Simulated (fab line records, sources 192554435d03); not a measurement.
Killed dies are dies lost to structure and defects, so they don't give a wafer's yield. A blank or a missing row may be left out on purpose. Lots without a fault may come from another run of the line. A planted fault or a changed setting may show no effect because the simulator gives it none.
Which tool did it? | flow n5_finfet | 10 lots, 28 wafers sampled, at 5 steps of a route of 1938

WHAT THE GAUGES READ, wafer by wafer
N5_STI_FIN_REVEAL_FIN_H_MEAS_10.
lot  | measured    | on     | trench_depth_nm (nm)
L522 | day 2 13:44 | ocd-02 | 51.4 51.0 51.5
L529 | day 4 06:19 | ocd-02 | 50.7 51.4 50.9
L530 | day 4 15:03 | ocd-01 | 51.1 50.8 51.8
L531 | day 4 21:05 | ocd-01 | 52.1 52.8 52.9
L539 | day 6 20:31 | ocd-02 | 51.3 52.3
L540 | day 7 02:34 | ocd-01 | 53.0 50.4
L541 | day 7 08:02 | ocd-01 | 51.3 51.0 51.1
L542 | day 7 12:33 | ocd-01 | 51.2 51.9 52.2
L543 | day 7 18:02 | ocd-01 | 50.5 53.1 53.2
L544 | day 7 23:46 | ocd-01 | 51.9 51.4 51.7

N5_BEOL_M4_RC_MEAS_101.
lot  | measured     | on        | DIBL_N (mV/V)  | DIBL_P (mV/V)  | IOFF_N (nA/um) | IOFF_P (nA/um) | ION_N (uA/um) | ION_P (uA/um) | SS_N (mV/dec)  | SS_P (mV/dec)  | VT_N (mV)   | VT_P (mV)
L522 | day 7 18:29  | prober-02 | 40.1 35.0 37.9 | 39.8 35.4 38.1 | 0.20 0.12 0.16 | 0.21 0.16 0.19 | 675 655 669   | 456 453 456   | 72.6 71.2 71.4 | 73.9 72.8 73.9 | 248 253 252 | -254 -257 -257
L539 | day 12 08:22 | prober-02 | 32.8 33.8      | 32.3 34.7      | 0.12 0.15      | 0.17 0.21      | 668 684       | 464 470       | 70.8 71.4      | 73.3 73.4      | 254 248     | -250 -248
L540 | day 12 11:01 | prober-02 | 34.1 36.6      | 35.0 37.4      | 0.13 0.18      | 0.18 0.21      | 680 669       | 464 456       | 71.4 72.4      | 72.3 73.0      | 249 249     | -251 -252
L541 | day 12 15:39 | prober-01 | 37.1 36.6 35.7 | 38.6 35.5 35.3 | 0.14 0.13 0.12 | 0.21 0.16 0.16 | 657 653 648   | 457 443 447   | 71.7 71.6 71.1 | 74.2 73.5 72.5 | 252 254 255 | -251 -257 -254
L542 | day 12 19:21 | prober-02 | 37.9 35.5 36.4 | 37.7 35.2 36.9 | 0.18 0.14 0.16 | 0.22 0.19 0.22 | 672 667 682   | 451 457 462   | 71.8 71.7 71.6 | 73.7 72.5 73.5 | 250 254 249 | -253 -254 -251
L543 | day 13 02:57 | prober-01 | 37.2 33.6 34.7 | 35.3 32.8 33.9 | 0.16 0.12 0.14 | 0.24 0.21 0.21 | 658 666 667   | 456 468 469   | 72.2 70.6 70.3 | 73.5 72.2 72.7 | 251 255 247 | -246 -249 -246
L544 | day 13 11:47 | prober-01 | 36.2 36.7 34.0 | 34.9 35.4 31.1 | 0.14 0.14 0.10 | 0.17 0.19 0.13 | 672 673 659   | 461 463 451   | 71.9 71.5 70.7 | 72.5 73.0 71.5 | 251 250 254 | -255 -253 -258

WHICH TOOL RAN EACH LOT (tool, then ch and the chambers of the sampled wafers, then the start)
lot  | N5_STI_FIN_REVEAL_ETCHBACK_08     | N5_STI_FIN_REVEAL_STRIP_24        | N5_DUMMY_GATE_ALD_02
L522 | rie_diel-02 ch 1,2,3, day 2 10:47 | rie_diel-02 ch 1,2,3, day 2 10:49 | ald_sin-01 ch 0,1,3, day 2 14:16
L529 | rie_diel-01 ch 0,1,2, day 4 03:19 | rie_diel-01 ch 0,1,2, day 4 03:21 | ald_sin-03 ch 0,3, day 4 06:30
L530 | rie_diel-04 ch 0,2, day 4 11:58   | rie_diel-04 ch 0,2, day 4 11:59   | ald_sin-01 ch 0,2,3, day 4 15:14
L531 | rie_diel-02 ch 2,3, day 4 17:50   | rie_diel-02 ch 2,3, day 4 17:52   | ald_sin-04 ch 0,2, day 4 22:22
L539 | rie_diel-02 ch 1,2, day 6 17:34   | rie_diel-02 ch 1,2, day 6 17:36   | ald_sin-03 ch 2,3, day 6 20:41
L540 | rie_diel-01 ch 0,1, day 6 23:37   | rie_diel-01 ch 0,1, day 6 23:39   | ald_sin-03 ch 1,2, day 7 03:01
L541 | rie_diel-04 ch 1,2,3, day 7 05:05 | rie_diel-04 ch 1,2,3, day 7 05:08 | ald_sin-01 ch 1,2,3, day 7 08:13
L542 | rie_diel-02 ch 0,1,2, day 7 09:34 | rie_diel-02 ch 0,1,2, day 7 09:37 | ald_sin-01 ch 1,2,3, day 7 12:49
L543 | rie_diel-01 ch 0,1, day 7 15:05   | rie_diel-01 ch 0,1, day 7 15:07   | ald_sin-04 ch 1,2, day 7 18:13
L544 | rie_diel-02 ch 0,1,2, day 7 20:49 | rie_diel-02 ch 0,1,2, day 7 20:51 | ald_sin-04 ch 1,2,3, day 7 23:56
- N5_STI_FIN_REVEAL_ETCHBACK_08: etches SiO2 in C4F6/O2, target depth 30.5 nm, time 10.167 s.
- N5_STI_FIN_REVEAL_STRIP_24: strips in N2/H2, time 90 s.
- N5_DUMMY_GATE_ALD_02: deposits SiO2, target thk 2 nm, pulse time 1 s.

WHAT THE TOOLS THEMSELVES READ (means of the sampled wafers that have a number; where no wafer has one, the mark that the record gives instead)
N5_STI_FIN_REVEAL_ETCHBACK_08.
lot  | tool        | bias_w (W) | drypump_motor_current_A (A) | oes_o_777_au (a.u.) | oes_product_au (a.u.) | rf_fwd_power_W (W) | rf_vpp_V (V) | showerhead_plenum_p_Torr (Torr) | throttle_valve_pct (%)
L522 | rie_diel-02 | 184.9      | 6.0                         | 0.77                | 0.76                  | 343.2              | 664          | 2.93                            | 21.20
L529 | rie_diel-01 | 184.8      | 6.0                         | 0.70                | 0.71                  | 340.2              | 672          | 2.85                            | 21.28
L530 | rie_diel-04 | 184.9      | 5.7                         | 0.70                | 0.68                  | 341.8              | 657          | 2.92                            | 21.09
L531 | rie_diel-02 | 184.7      | 5.9                         | 0.81                | 0.80                  | 341.9              | 662          | 2.90                            | 20.94
L539 | rie_diel-02 | 184.6      | 6.1                         | 0.85                | 0.85                  | 341.9              | 654          | 2.90                            | 21.06
L540 | rie_diel-01 | 185.6      | 5.8                         | 0.83                | 0.86                  | 340.8              | 665          | 2.81                            | 21.25
L541 | rie_diel-04 | 184.8      | 5.7                         | 0.75                | 0.74                  | 341.1              | 663          | 2.84                            | 21.36
L542 | rie_diel-02 | 185.2      | 6.1                         | 0.82                | 0.81                  | 340.2              | 656          | 2.87                            | 21.14
L543 | rie_diel-01 | 185.0      | 5.8                         | 0.86                | 0.88                  | 341.3              | 666          | 2.84                            | 21.18
L544 | rie_diel-02 | 184.9      | 6.1                         | 0.82                | 0.81                  | 341.0              | 656          | 2.87                            | 21.13

N5_STI_FIN_REVEAL_STRIP_24.
lot  | tool        | drypump_motor_current_A (A) | oes_product_au (a.u.) | rf_vpp_V (V) | showerhead_plenum_p_Torr (Torr) | throttle_valve_pct (%)
L522 | rie_diel-02 | 6.0                         | 0.77                  | 45.1         | 3.46                            | 12.22
L529 | rie_diel-01 | 6.1                         | 0.72                  | 45.8         | 3.39                            | 12.42
L530 | rie_diel-04 | 5.7                         | 0.67                  | 45.4         | 3.47                            | 12.33
L531 | rie_diel-02 | 5.9                         | 0.80                  | 45.3         | 3.44                            | 12.00
L539 | rie_diel-02 | 6.2                         | 0.86                  | 44.8         | 3.42                            | 12.03
L540 | rie_diel-01 | 5.8                         | 0.87                  | 45.6         | 3.34                            | 12.25
L541 | rie_diel-04 | 5.7                         | 0.75                  | 46.4         | 3.37                            | 12.46
L542 | rie_diel-02 | 6.1                         | 0.83                  | 45.4         | 3.41                            | 12.17
L543 | rie_diel-01 | 5.9                         | 0.90                  | 45.3         | 3.38                            | 12.16
L544 | rie_diel-02 | 6.1                         | 0.82                  | 44.9         | 3.41                            | 12.20

N5_DUMMY_GATE_ALD_02.
lot  | tool       | chamber_pressure_Torr (Torr) | heater_power_outer_w (W) | heater_power_w (W) | precursor_pulse_height_rel
L522 | ald_sin-01 | 2.002                        | 223                      | 392                | 0.996
L529 | ald_sin-03 | -                            | -                        | -                  | -
L530 | ald_sin-01 | -                            | -                        | -                  | -
L531 | ald_sin-04 | -                            | -                        | -                  | -
L539 | ald_sin-03 | 1.998                        | 254                      | 448                | 0.987
L540 | ald_sin-03 | 2.002                        | 264                      | 479                | 1.008
L541 | ald_sin-01 | 2.000                        | 253                      | 455                | 0.986
L542 | ald_sin-01 | 1.999                        | 256                      | 458                | 0.985
L543 | ald_sin-04 | 1.997                        | 245                      | 467                | 1.010
L544 | ald_sin-04 | 2.002                        | 237                      | 449                | 1.001

THE ANSWER, worked out from the rows above alone
Rule: what is usual is taken from the lots themselves. Put in order of their means at a reading, lots are off if they are a third of the lots or fewer, leave a main group of 4 or more, and stand apart from it by a gap of 3 or more times the standard deviation of the main group's means; of several such gaps the widest counts. A main group whose means are all the same, to the digits that the tables above print for the reading, isn't used. A lot without any number at a reading at which 4 lots or more have one is off too. The other lots that the step has rows for count as sound. The gauges are gone through in route order, then the tools' own readings, and for those a lot's mean is taken as printed above. The first step at which some lot is off is used, and at that step the reading that is off furthest; a lot without a number counts as furthest.
Off: L529, L530, L531, at N5_DUMMY_GATE_ALD_02 (chamber_pressure_Torr). Without a number there: L529, L530, L531. The main group: mean 2.000 Torr, standard deviation 0.0019.
A tool fits if, at that step or a process step before it, it ran every lot that is off, and no sound lot after the first of them. None of those tried fits.

WHAT THE SIMULATOR HAD PUT IN
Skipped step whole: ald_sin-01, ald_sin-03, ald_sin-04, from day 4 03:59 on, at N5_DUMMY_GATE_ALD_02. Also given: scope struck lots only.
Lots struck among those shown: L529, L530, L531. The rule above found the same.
